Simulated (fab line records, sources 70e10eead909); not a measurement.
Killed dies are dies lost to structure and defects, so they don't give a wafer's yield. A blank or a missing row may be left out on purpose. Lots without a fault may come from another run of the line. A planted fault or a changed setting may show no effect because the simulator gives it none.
Chamber matching | flow nand_harc | NHARC_A_STAIRCASE_DEP_151 on pecvd-02: 3 sister chambers
The step deposits SiO2, target thk 3800 nm. 6 wafers are shown with their chamber, then 9 later ones without.

WAFERS WITH THEIR CHAMBER
wafer  | chamber | heater_power_w (W)
L077.4 | 0       | 564
L081.5 | 0       | 571
L086.4 | 1       | 653
L088.1 | 1       | 706
L088.3 | 2       | 633
L088.4 | 2       | 541

WAFERS WITHOUT THEIR CHAMBER
wafer  | heater_power_w (W)
L091.1 | 736
L091.3 | 586
L091.5 | 525
L092.2 | 795
L092.4 | 645
L092.5 | 550
L094.1 | 605
L094.3 | 805
L094.5 | 544

WHICH CHAMBER EACH WENT THROUGH
wafer  | from the rows above          | in truth
L091.1 | 1                            | 1
L091.3 | can't be placed: 2 or 0      | 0
L091.5 | can't be placed: 0 or 2      | 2
L092.2 | 1                            | 1
L092.4 | can't be placed: 1 or 2 or 0 | 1
L092.5 | can't be placed: 0 or 2      | 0
L094.1 | can't be placed: 2 or 0 or 1 | 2
L094.3 | 1                            | 1
L094.5 | can't be placed: 0 or 2      | 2
Placed correctly: 3 of 9. Can't be placed from these rows: 6 (the true chamber is among the candidates in 6). Placed wrongly: 0.
How it was worked out, from the rows above alone: a wafer's distance from a chamber is the root of the sum, over the readings, of the square of ((its reading less the chamber's mean) divided by the reading's scatter). The wafer belongs to the nearest chamber; if the next one is less than 2 further off, it can't be placed. A chamber's mean is the mean of its shown wafers. The scatter: the root of (the sum of the squares of (reading less its chamber's mean) over the shown wafers, divided by (wafers less chambers)).
